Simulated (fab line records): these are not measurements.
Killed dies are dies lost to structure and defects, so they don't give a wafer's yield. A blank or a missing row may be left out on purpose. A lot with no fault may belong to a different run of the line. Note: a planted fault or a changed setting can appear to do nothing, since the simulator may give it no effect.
Which tool is to blame?	flow nandHarc	72 wafers from 24 lots sampled at 6 of the route's 1302 steps

## WHAT EACH GAUGE READ, for each wafer
The record holds no reading of a measuring or inspecting step that can be judged against a usual standard deviation.

## WHAT TOOL EACH LOT RAN ON (gives the tool, then ch and the chambers of the sampled wafers, and finally the start)
lot	NHARC_P_M1_ETCH_35	NHARC_P_M1_ETCH_15	NHARC_P_M2_DESCUM_14	NHARC_P_M2_ETCH_35	NHARC_P_M2_ETCH_15	NHARC_P_M2_PVD_21
L074	rieDiel-03 ch 0,2, day 6 15:49	rieDiel-03 ch 0,3, day 6 19:54 or earlier	rieDiel-09 ch 1,2,3, day 6 19:54	rieDiel-09 ch 0,1,2, day 6 19:59	rieDiel-09 ch 1,2,3, no start	pvdSputter-01, no start
L075	rieDiel-10 ch 0,1,2, day 6 17:04	rieDiel-10 ch 0,2,3, day 6 21:26 or earlier	rieDiel-09 ch 2,3, day 6 21:26	rieDiel-09 ch 0,1, day 6 21:32	rieDiel-09 ch 0,1,2, no start	pvdSputter-02, no start
L076	rieDiel-10 ch 1,2,3, day 7 11:26	rieDiel-10 ch 0,1,2, day 7 15:29 or earlier	rieDiel-09 ch 1,2,3, day 7 15:29	rieDiel-09 ch 0,1,2, day 7 15:35	rieDiel-09 ch 0,1,2, no start	pvdSputter-01, no start
L078	rieDiel-03 ch 2,3, day 8 00:25	rieDiel-03 ch 2,3, day 8 04:30 or earlier	rieDiel-09 ch 2,3, day 8 04:30	rieDiel-09 ch 0,1,3, day 8 04:37	rieDiel-09 ch 1,2,3, no start	pvdSputter-01, no start
L077	rieDiel-03 ch 0,2, day 8 00:52	rieDiel-03 ch 0,1,2, day 8 05:10 or earlier	rieDiel-09 ch 0,3, day 8 05:10	rieDiel-09 ch 1,2,3, day 8 05:16	rieDiel-09 ch 0,1,2, no start	pvdSputter-02, no start
L079	rieDiel-10 ch 1,2, day 8 13:16	rieDiel-10 ch 1,2, day 8 17:28 or earlier	rieDiel-09 ch 2,3, day 8 17:28	rieDiel-09 ch 0,3, day 8 17:33	rieDiel-09 ch 2,3, no start	pvdSputter-03, no start
L081	rieDiel-03 ch 0,1, day 9 02:33	rieDiel-03 ch 2,3, day 9 06:29 or earlier	rieDiel-12 ch 1,2, day 9 06:29	rieDiel-12 ch 1,2, day 9 06:35	rieDiel-12 ch 1,2,3, no start	pvdSputter-02, no start
L080	rieDiel-03 ch 1,3, day 9 04:44	rieDiel-03 ch 0,1,3, day 9 08:51 or earlier	rieDiel-12 ch 0,2,3, day 9 08:51	rieDiel-12 ch 0,1,2, day 9 08:56	rieDiel-12 ch 0,2, no start	pvdSputter-03, no start
L082	rieDiel-10 ch 1,3, day 9 18:04	rieDiel-10 ch 0,1,2, day 9 22:08 or earlier	rieDiel-13 ch 2,3, day 9 22:08	rieDiel-13 ch 2,3, day 9 22:16	rieDiel-13 ch 2,3, day 9 22:23	pvdSputter-03, no start
L083	rieDiel-03 ch 0,1,3, day 10 00:58	rieDiel-03 ch 0,1,2, day 10 05:06 or earlier	rieDiel-13 ch 0,1,2, day 10 05:06	rieDiel-13 ch 1,3, day 10 05:11	rieDiel-13 ch 0,2,3, no start	pvdSputter-03, no start
L084	rieDiel-10 ch 1,2,3, day 10 18:52	rieDiel-10 ch 0,1,3, day 10 22:55 or earlier	rieDiel-09 ch 0,2,3, day 10 22:55	rieDiel-09 ch 2,3, day 10 22:59	rieDiel-09 ch 0,1, no start	pvdSputter-03, no start
L085	rieDiel-10 ch 0,2,3, day 11 01:13	rieDiel-10 ch 0,1,2, day 11 05:18 or earlier	rieDiel-12 ch 0,1,3, day 11 05:18	rieDiel-12 ch 2,3, day 11 05:22	rieDiel-12 ch 1,2,3, no start	pvdSputter-01, no start
L086	rieDiel-10 ch 0,1,3, day 11 01:48	rieDiel-10 ch 1,2,3, day 11 05:55 or earlier	rieDiel-09 ch 1,2, day 11 05:55	rieDiel-09 ch 2,3, day 11 06:00	rieDiel-09 ch 1,3, no start	pvdSputter-03, no start
L087	rieDiel-03 ch 0,2,3, day 12 03:54	rieDiel-03 ch 0,1,2, day 12 08:10 or earlier	rieDiel-13 ch 0,1,2, day 12 08:10	rieDiel-13 ch 1,2,3, day 12 08:15	rieDiel-13 ch 0,2,3, no start	pvdSputter-03, no start
L088	rieDiel-03 ch 0,2,3, day 12 04:50	rieDiel-03 ch 0,1,2, day 12 09:15 or earlier	rieDiel-13 ch 0,1,2, day 12 09:15	rieDiel-13 ch 1,2,3, day 12 09:20	rieDiel-13 ch 0,1,2, no start	pvdSputter-03, no start
L089	rieDiel-10 ch 0,2,3, day 12 09:19	rieDiel-10 ch 0,1,3, day 12 13:41 or earlier	rieDiel-12 ch 0,2,3, day 12 13:41	rieDiel-12 ch 0,1,2, day 12 13:46	rieDiel-12 ch 0,1,3, no start	pvdSputter-01, no start
L090	rieDiel-10 ch 0,1,3, day 13 00:55	rieDiel-10 ch 0,1,3, day 13 04:52 or earlier	rieDiel-12 ch 1,3, day 13 04:52	rieDiel-12 ch 1,3, day 13 04:58	rieDiel-12 ch 0,1, no start	pvdSputter-02, no start
L091	rieDiel-10 ch 0,1, day 13 10:55	rieDiel-10 ch 1,2, day 13 14:59 or earlier	rieDiel-12 ch 0,1,3, day 13 14:59	rieDiel-12 ch 0,1,3, day 13 15:05	rieDiel-12 ch 1,3, no start	pvdSputter-01, no start
L092	rieDiel-10 ch 1,3, day 14 07:53	rieDiel-10 ch 1,2, day 14 11:58 or earlier	rieDiel-12 ch 0,1, day 14 11:58	rieDiel-12 ch 0,3, day 14 12:04	rieDiel-12 ch 0,3, no start	pvdSputter-02, no start
L093	rieDiel-10 ch 0,3, day 14 12:08	rieDiel-10 ch 0,1,2, day 14 16:10 or earlier	rieDiel-13 ch 0,1,2, day 14 16:10	rieDiel-13 ch 0,2, day 14 16:15	rieDiel-13 ch 1,2,3, no start	pvdSputter-02, no start
L094	rieDiel-03 ch 0,3, day 14 15:40	rieDiel-03 ch 1,2, day 14 19:44 or earlier	rieDiel-12 ch 1,3, day 14 19:44	rieDiel-12 ch 0,2,3, day 14 19:49	rieDiel-12 ch 1,2,3, no start	pvdSputter-02, no start
L095	rieDiel-10 ch 0,3, day 15 06:47	rieDiel-10 ch 1,3, day 15 11:01 or earlier	rieDiel-12 ch 2,3, day 15 11:01	rieDiel-12 ch 0,1,2, day 15 11:07	rieDiel-12 ch 0,2,3, no start	pvdSputter-02, no start
L096	rieDiel-10 ch 0,1,2, day 15 11:24	rieDiel-10 ch 0,1,2, day 15 15:26 or earlier	rieDiel-13 ch 0,1,2, day 15 15:26	rieDiel-13 ch 1,2,3, day 15 15:32	rieDiel-13 ch 0,1,3, no start	pvdSputter-01, no start
L097	rieDiel-03 ch 0,1,3, day 15 15:42	rieDiel-03 ch 1,2, day 15 19:44 or earlier	rieDiel-09 ch 0,1,2, day 15 19:44	rieDiel-09 ch 1,2,3, day 15 19:50	rieDiel-09 ch 0,3, no start	pvdSputter-02, no start
- NHARC_P_M1_ETCH_35: etches the open film in N2/H2, target depth 40 nm, overetch 12 nm, time 43.94 s.
- NHARC_P_M1_ETCH_15: etches the open film in C4F8/Ar, target depth 182.5 nm, time 91.2 s.
- NHARC_P_M2_DESCUM_14: chemistry O2, time 3 s.
- NHARC_P_M2_ETCH_35: etches the open film in N2/H2, target depth 40 nm, overetch 12 nm, time 43.94 s.
- NHARC_P_M2_ETCH_15: etches the open film in C4F8/Ar, target depth 182.5 nm, time 91.2 s.
- NHARC_P_M2_PVD_21: deposits Cu, target thk 30 nm, time 20.49 s.

## WHAT THE TOOLS THEMSELVES READ (means of the sampled wafers that have a number; where no wafer has one, the mark that the record gives instead)
NHARC_P_M1_ETCH_35. Usual: drypumpMotorCurrentA 5.9 A, standard deviation 0.35; oesProductAu 1.003 a.u., standard deviation 0.011; rfVppV 431.4 V, standard deviation 2.4; showerheadPlenumPTorr 2.07 Torr, standard deviation 0.076; throttleValvePct 14.171 %, standard deviation 0.0089.
lot	tool	drypumpMotorCurrentA (A)	oesProductAu (a.u.)	rfVppV (V)	showerheadPlenumPTorr (Torr)	throttleValvePct (%)	flag
L074	rieDiel-03	6.3	1.001	431.6	2.07	14.167	
L075	rieDiel-10	5.8	0.999	430.5	2.06	14.172	
L076	rieDiel-10	5.7	1.000	432.3	2.12	14.168	
L078	rieDiel-03	5.8	1.001	431.9	2.10	14.172	
L077	rieDiel-03	6.3	1.003	431.4	2.07	14.169	
L079	rieDiel-10	5.7	0.995	430.9	2.07	14.169	
L081	rieDiel-03	5.8	0.999	430.4	2.03	14.167	
L080	rieDiel-03	5.7	1.001	431.4	2.08	14.171	
L082	rieDiel-10	5.5	0.998	434.2	2.17	14.168	
L083	rieDiel-03	5.7	1.012	431.5	2.07	14.170	
L084	rieDiel-10	5.7	1.000	432.8	2.11	14.175	
L085	rieDiel-10	6.0	1.005	431.2	2.04	14.177	
L086	rieDiel-10	5.8	1.006	432.8	2.10	14.170	
L087	rieDiel-03	5.9	1.004	431.2	2.09	14.172	
L088	rieDiel-03	5.9	1.012	431.9	2.09	14.169	
L089	rieDiel-10	6.0	1.003	431.7	2.04	14.163	
L090	rieDiel-10	5.8	1.000	432.2	2.10	14.173	
L091	rieDiel-10	5.7	1.007	432.1	2.11	14.174	
L092	rieDiel-10	5.7	1.005	434.0	2.16	14.170	
L093	rieDiel-10	5.9	1.001	432.0	2.09	14.172	
L094	rieDiel-03	5.6	1.003	432.5	2.11	14.164	
L095	rieDiel-10	6.0	1.008	430.0	2.03	14.178	
L096	rieDiel-10	5.8	1.004	430.3	2.05	14.169	
L097	rieDiel-03	5.7	1.003	431.9	2.07	14.166	

NHARC_P_M1_ETCH_15. Usual: oesProductAu 0.966 a.u., standard deviation 0.019; rfVppV 441.8 V, standard deviation 2.3.
lot	tool	oesProductAu (a.u.)	rfVppV (V)	flag
L074	rieDiel-03	0.972	441.8	
L075	rieDiel-10	0.960	441.4	
L076	rieDiel-10	0.938	441.0	
L078	rieDiel-03	0.976	442.9	
L077	rieDiel-03	0.958	441.1	
L079	rieDiel-10	0.924	443.5	
L081	rieDiel-03	0.973	442.4	
L080	rieDiel-03	0.943	442.2	
L082	rieDiel-10	0.956	440.7	
L083	rieDiel-03	0.972	441.0	
L084	rieDiel-10	0.968	442.6	
L085	rieDiel-10	0.972	441.3	
L086	rieDiel-10	0.972	443.4	
L087	rieDiel-03	0.970	441.4	
L088	rieDiel-03	0.978	440.9	
L089	rieDiel-10	0.960	443.1	
L090	rieDiel-10	0.984	442.8	
L091	rieDiel-10	0.977	443.1	
L092	rieDiel-10	0.958	443.8	
L093	rieDiel-10	0.969	442.1	
L094	rieDiel-03	0.980	440.4	
L095	rieDiel-10	0.972	443.8	
L096	rieDiel-10	0.969	441.0	
L097	rieDiel-03	0.989	440.7	

NHARC_P_M2_DESCUM_14. Usual: drypumpMotorCurrentA 5.8 A, standard deviation 0.35; oesProductAu 0.999 a.u., standard deviation 0.013; rfVppV 57.5 V, standard deviation 0.81; showerheadPlenumPTorr 1.88 Torr, standard deviation 0.084; throttleValvePct 11.310 %, standard deviation 0.01.
lot	tool	drypumpMotorCurrentA (A)	oesProductAu (a.u.)	rfVppV (V)	showerheadPlenumPTorr (Torr)	throttleValvePct (%)	flag
L074	rieDiel-09	6.1	1.016	57.7	1.86	11.308	
L075	rieDiel-09	5.9	1.009	57.8	1.81	11.316	
L076	rieDiel-09	6.1	1.002	56.6	1.86	11.310	
L078	rieDiel-09	5.9	0.996	57.0	1.81	11.308	
L077	rieDiel-09	6.1	1.014	57.3	1.79	11.302	
L079	rieDiel-09	6.0	1.006	57.5	1.79	11.305	
L081	rieDiel-12	5.5	1.006	57.1	1.92	11.303	
L080	rieDiel-12	5.7	0.996	57.5	1.83	11.315	
L082	rieDiel-13	5.8	1.006	57.3	1.91	11.306	
L083	rieDiel-13	5.5	1.006	57.5	1.98	11.309	
L084	rieDiel-09	6.0	1.016	57.1	1.81	11.303	
L085	rieDiel-12	5.7	0.993	56.9	1.87	11.311	
L086	rieDiel-09	6.1	0.998	58.6	1.93	11.313	
L087	rieDiel-13	5.5	0.997	57.2	1.97	11.314	
L088	rieDiel-13	5.5	1.000	57.5	1.97	11.308	
L089	rieDiel-12	5.7	0.989	56.6	1.83	11.308	
L090	rieDiel-12	5.8	0.987	57.7	1.89	11.310	
L091	rieDiel-12	5.7	0.997	58.1	1.87	11.316	
L092	rieDiel-12	5.7	0.997	56.9	1.85	11.308	
L093	rieDiel-13	5.5	1.002	57.9	1.97	11.317	
L094	rieDiel-12	5.8	0.980	57.7	1.89	11.314	
L095	rieDiel-12	5.6	0.990	57.5	1.86	11.301	
L096	rieDiel-13	5.5	0.997	57.3	1.97	11.318	
L097	rieDiel-09	6.0	1.005	57.2	1.87	11.312	

NHARC_P_M2_ETCH_35. Usual: drypumpMotorCurrentA 5.8 A, standard deviation 0.38; oesProductAu 0.998 a.u., standard deviation 0.012; rfVppV 429.5 V, standard deviation 2.6; showerheadPlenumPTorr 2.00 Torr, standard deviation 0.09; throttleValvePct 14.171 %, standard deviation 0.0096.
lot	tool	drypumpMotorCurrentA (A)	oesProductAu (a.u.)	rfVppV (V)	showerheadPlenumPTorr (Torr)	throttleValvePct (%)	flag
L074	rieDiel-09	6.0	1.008	428.4	2.00	14.170	
L075	rieDiel-09	6.2	1.001	430.8	2.05	14.176	
L076	rieDiel-09	6.0	1.000	429.4	2.00	14.171	
L078	rieDiel-09	6.1	1.012	429.0	1.98	14.178	
L077	rieDiel-09	6.1	1.000	428.7	1.98	14.162	
L079	rieDiel-09	6.0	1.014	426.4	1.90	14.169	
L081	rieDiel-12	5.6	0.992	431.1	2.08	14.183	
L080	rieDiel-12	5.6	1.000	429.9	2.01	14.171	
L082	rieDiel-13	5.8	0.996	430.3	2.03	14.165	
L083	rieDiel-13	5.5	0.993	429.6	2.01	14.172	
L084	rieDiel-09	6.1	1.014	427.5	1.91	14.158	
L085	rieDiel-12	5.8	0.996	429.2	1.97	14.160	
L086	rieDiel-09	5.9	1.006	427.3	1.92	14.163	
L087	rieDiel-13	5.8	0.998	430.5	2.07	14.173	
L088	rieDiel-13	5.8	0.992	431.4	2.07	14.179	
L089	rieDiel-12	5.6	0.993	429.6	2.01	14.163	
L090	rieDiel-12	5.8	0.984	430.5	2.01	14.177	
L091	rieDiel-12	5.7	0.986	429.3	1.99	14.170	
L092	rieDiel-12	5.8	0.999	425.9	1.92	14.174	
L093	rieDiel-13	5.8	1.000	432.9	2.13	14.171	
L094	rieDiel-12	5.7	1.001	428.6	1.95	14.176	
L095	rieDiel-12	5.6	1.000	429.0	2.01	14.172	
L096	rieDiel-13	5.8	0.992	430.4	2.07	14.172	
L097	rieDiel-09	6.1	1.000	428.7	1.97	14.163	

NHARC_P_M2_ETCH_15. Usual: oesProductAu 0.937 a.u., standard deviation 0.02; rfVppV 439.9 V, standard deviation 2.5.
lot	tool	oesProductAu (a.u.)	rfVppV (V)	flag
L074	rieDiel-09	0.938	439.2	
L075	rieDiel-09	0.932	440.1	
L076	rieDiel-09	0.970	440.0	
L078	rieDiel-09	0.934	439.7	
L077	rieDiel-09	0.926	439.4	
L079	rieDiel-09	0.930	437.2	
L081	rieDiel-12	0.917	439.9	
L080	rieDiel-12	0.964	438.3	
L082	rieDiel-13	0.926	441.9	
L083	rieDiel-13	0.935	441.5	
L084	rieDiel-09	0.923	441.4	
L085	rieDiel-12	0.922	441.0	
L086	rieDiel-09	0.927	441.4	
L087	rieDiel-13	0.920	441.4	
L088	rieDiel-13	0.924	442.6	
L089	rieDiel-12	0.966	439.8	
L090	rieDiel-12	0.960	439.1	
L091	rieDiel-12	0.914	440.9	
L092	rieDiel-12	0.956	438.4	
L093	rieDiel-13	0.923	441.1	
L094	rieDiel-12	0.939	441.0	
L095	rieDiel-12	0.969	438.0	
L096	rieDiel-13	0.972	441.2	
L097	rieDiel-09	0.944	437.4	

NHARC_P_M2_PVD_21. Usual: throttleValvePct at 29.5 %, with a standard deviation of 0.92.
lot	tool	throttleValvePct (%)	flag
L074	pvdSputter-01	28.5	
L075	pvdSputter-02	29.0	
L076	pvdSputter-01	29.4	
L078	pvdSputter-01	29.5	
L077	pvdSputter-02	29.7	
L079	pvdSputter-03	29.6	
L081	pvdSputter-02	29.7	
L080	pvdSputter-03	29.7	
L082	pvdSputter-03	29.4	
L083	pvdSputter-03	29.5	
L084	pvdSputter-03	29.8	
L085	pvdSputter-01	29.1	
L086	pvdSputter-03	29.7	
L087	pvdSputter-03	29.6	
L088	pvdSputter-03	29.7	
L089	pvdSputter-01	29.3	
L090	pvdSputter-02	29.9	
L091	pvdSputter-01	29.2	
L092	pvdSputter-02	28.9	
L093	pvdSputter-02	29.9	
L094	pvdSputter-02	29.6	
L095	pvdSputter-02	29.0	
L096	pvdSputter-01	29.1	
L097	pvdSputter-02	29.9	

## THE ANSWER, worked out from the rows above alone
Rule: lot off if the mean of its wafers having a number is beyond 3 standard deviations from the usual mean. Also off: a lot with no number at a reading for which 4 or more lots have one. The other lots that the step has rows for count as sound. After the gauges, taken in route order, come the tools' own readings; for these a lot's mean is taken, as printed above. The first step at which some lot is off is used, and at that step the reading that is off furthest; a lot without a number counts as furthest.
None of the lots is off at any reading shown; this tells nothing.

## WHAT THE SIMULATOR PUT IN
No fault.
